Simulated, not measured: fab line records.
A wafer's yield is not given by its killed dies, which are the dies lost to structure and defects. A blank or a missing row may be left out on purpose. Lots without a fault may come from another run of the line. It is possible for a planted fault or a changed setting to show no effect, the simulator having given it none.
8D (eight disciplines) problem report, filled in by code | flow nand-harc | the parts of the form that need people (team, actions taken, sign-off) are left out

## 1. WHAT WENT WRONG
At NHARC_A_CHANNEL_HOLE_D1_SOFTBAKE_05, heater-power-total-W averages 235.92 W over 3 wafers from 2 lots, while fault-free wafers read 188.45 W, standard deviation 0.14. That is +99 or more standard deviations from the usual mean.
The step: time 55 s.
First observed at day 9 12:00: wafer L540.2, on litho-track-06. The record holds 33 wafers of 11 lots with a number at this step. By rule, "out" or "out of limits" means more than 4 standard deviations away from the usual mean. All remaining wafers that have a number are taken as sound.

## 2. WHAT THIS IS AND IS NOT
question                    | is                     | is not
which readings at this step | heater-power-total-W   | -
which lots                  | L540, L543             | L536, L537, L538, L552, L554, L555, L556, L558, L559
which wafers of those lots  | L540.2, L540.4, L543.4 | L540.6, L543.1, L543.6
read on which tools         | litho-track-06         | litho-track-01, litho-track-04
when                        | from day 9 12:00       | up to then (10 sound wafers); but 20 sound wafers of L543, L552, L554, L555, L556, L558, L559 came after

## 3. THE SUSPECTS, EACH WITH WHAT RULES IT OUT
Counting: if a tool at a process step up to the reading ran every lot that is out, it stays a suspect. Sound lots after the first of them don't rule it out here, since some wafers of a struck lot are sound.
- litho-track-06 at NHARC_A_CHANNEL_HOLE_D1_SOFTBAKE_05 (time 55 s): kept. It processed each lot that is out (first: L540, day 9 12:00); up to then, its last sound lot is L538 (day 8 21:00). On those wafers its own readings are out: heater-power-total-W.
After counting, what remains is litho-track-06 at NHARC_A_CHANNEL_HOLE_D1_SOFTBAKE_05.

## 4. THE CAUSE (what the simulator had put in)
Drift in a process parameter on litho-track-06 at NHARC_A_CHANNEL_HOLE_D1_SOFTBAKE_05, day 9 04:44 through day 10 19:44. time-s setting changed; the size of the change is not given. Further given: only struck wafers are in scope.
After counting, this tool was the only one left.

## 5. THE CHAIN OF EFFECTS, in route order
Rows list readings where the struck wafers' mean (over those with a number) sits beyond 3 standard deviations from the usual. Only readings whose record carries a usual standard deviation are examined. hours: median over the lots of the time between each lot's start at the first step of this table that gives one and its start at this step. sigmas: the change, counted in usual standard deviations.
hours | step                                | reading              | usual    | on struck wafers | change | sigmas
0     | NHARC_A_CHANNEL_HOLE_D1_SOFTBAKE_05 | heater-power-total-W | 188.45 W | 235.92           | +47.47 | +99 or more
Its process steps:
- NHARC_A_CHANNEL_HOLE_D1_SOFTBAKE_05: time 55 s.

## 6. WHAT WOULD HAVE CAUGHT IT SOONER
First out-of-limits reading in this record: day 9 12:00, which is 7 hours after fault onset at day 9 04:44.
